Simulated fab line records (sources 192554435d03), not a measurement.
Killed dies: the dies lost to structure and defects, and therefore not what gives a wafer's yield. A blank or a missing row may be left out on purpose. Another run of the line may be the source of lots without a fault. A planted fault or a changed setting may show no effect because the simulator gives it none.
Comparing a struck lot with a sound one | flow n5 finfet | 23 steps out of a route of 1938
Sound: wafers L911.3, L911.6. Wafers struck: L910.1, L910.2, L910.3. The cause is named last.
At each step with rows: each side's tool, then ch and its chambers, then its first start. Under that, the readings that differ: sound wafers | struck wafers | difference of the means | sigmas: that difference in standard deviations of wafers without a fault.
alike: a reading whose means differ by less than 2 such deviations, as well as words and numbers matching on both sides. not compared: withheld readings; readings where some wafer has no value; bounds like >300 that might hide an equal value; numbers whose values overlap and for which the record gives no deviation.
A row with sigmas, a row that says differs or no value, or rows on one side alone: a step with any of these is where the two part. When numbers do not overlap yet have no deviation, they are printed without sigmas and do not part them. Lack of a reading on every wafer of one side parts them only where that side has two or more wafers.

first, 11 steps without rows for these wafers: N5_BEOL_M15_STRIP_63 (strips in O2); N5_BEOL_M15_STRIP_64 (strips in O2); N5_BEOL_M15_STRIP_65 (strips in post etch residue remover, time 60 s); N5_BEOL_M15_SRD_66 (time 30 s, dry time 30 s); N5_BEOL_M15_COAT_56 (time 60 s, resist thk 550 nm); N5_BEOL_M15_ETCH_57 (etches SOC in N2/H2, time 750 s); N5_BEOL_M15_COAT_60 (time 60 s, resist thk 89 nm); N5_BEOL_M15_COAT_22 (resist thk 800 nm); N5_BEOL_M15_EBR_24; N5_BEOL_M15_SOFTBAKE_23 (time 60 s); N5_BEOL_M15_EXPOSE_25 (exposes mask M15, target cd 400 nm).
N5_BEOL_M15_PEB_26: peb time 90 s.
  sound on litho track-05 ch 0, day 17 12:53; struck on litho track-01 ch 0, day 16 21:26
  reading                  | sound         | struck               | difference | sigmas
  heater power total W (W) | 173.3 170.8   | 167.6 166.8 165.8    | -5.3       | -7
  plate temp C (C)         | 130.27 130.08 | 127.00 126.99 126.80 | -3.25      | -23
then, 2 steps without rows for these wafers: N5_BEOL_M15_DEVELOP_27 (develop time 45 s); N5_BEOL_M15_HARDBAKE_32 (time 120 s).
N5_BEOL_M15_CD_MEAS_28 targets a cd of 407.6 nm.
  sound on cd sem-03 ch 0, day 17 12:59; struck on cd sem-01 ch 0, day 16 21:32
  reading    | sound   | struck      | difference | sigmas
  cd nm (nm) | 409 408 | 402 400 395 | -10        | -3
N5_BEOL_M15_DESCUM_33: chemistry O2, time 7.9 s.
  sound on rie diel-02 ch 2, day 17 13:05; struck on rie diel-01 ch 0,2,3, day 16 21:38
  reading                   | sound       | struck            | difference | sigmas
  throttle valve pct (%)    | 19.95 19.93 | 20.53 20.41 20.77 | +0.63      | +2
  model.BEOL_M15.cd nm (nm) | 409.2 408.8 | 401.4 400.2 395.2 | -10.1      |
  alike: chamber pressure mTorr, drypump motor current A, oes product au, rf fwd power W, rf vpp V, showerhead plenum p Torr
  not compared: rf hours counter h
then, 5 steps without rows for these wafers: N5_BEOL_M15_ETCH_61 (etches BARC in N2/H2, target depth 89 nm, overetch 26.7 nm, time 67.9 s); N5_BEOL_M15_TRENCH_ETCH_34 (etches SiO2 in C4F8/O2/Ar, target depth 872.93 nm, time 199 s); N5_BEOL_M15_STRIP_36 (strips in O2); N5_BEOL_M15_STRIP_62 (strips in O2); N5_BEOL_M15_STRIP_37 (strips in O2).
N5_BEOL_M15_ETCH_38: etches SiCN in CF4/N2, target depth 106.4 nm, time 120.5 s.
  sound on rie diel-01 ch 1,3; struck on rie diel-01 ch 0,1,2
  reading                   | sound       | struck            | difference | sigmas
  model.BEOL_M15.cd nm (nm) | 402.6 401.6 | 392.2 391.8 387.6 | -11.6      |
  alike: chamber pressure mTorr, drypump motor current A, oes product au, rf fwd power W, rf vpp V, showerhead plenum p Torr, throttle valve pct
  not compared: rf hours counter h
then, 1 step without rows for these wafers: N5_BEOL_M15_PRECLEAN_39 (cleans in residue remover, time 60 s).

== WHERE THEY PART ==
Earliest at N5_BEOL_M15_PEB_26; latest, in this record, at N5_BEOL_M15_DESCUM_33. Later steps at which nothing parts them and some readings are alike: N5_BEOL_M15_ETCH_38.

WHY: the cause the simulator had injected
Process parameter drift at N5_BEOL_M15_PEB_26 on litho track-01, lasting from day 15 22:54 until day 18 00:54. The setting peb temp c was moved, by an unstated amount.
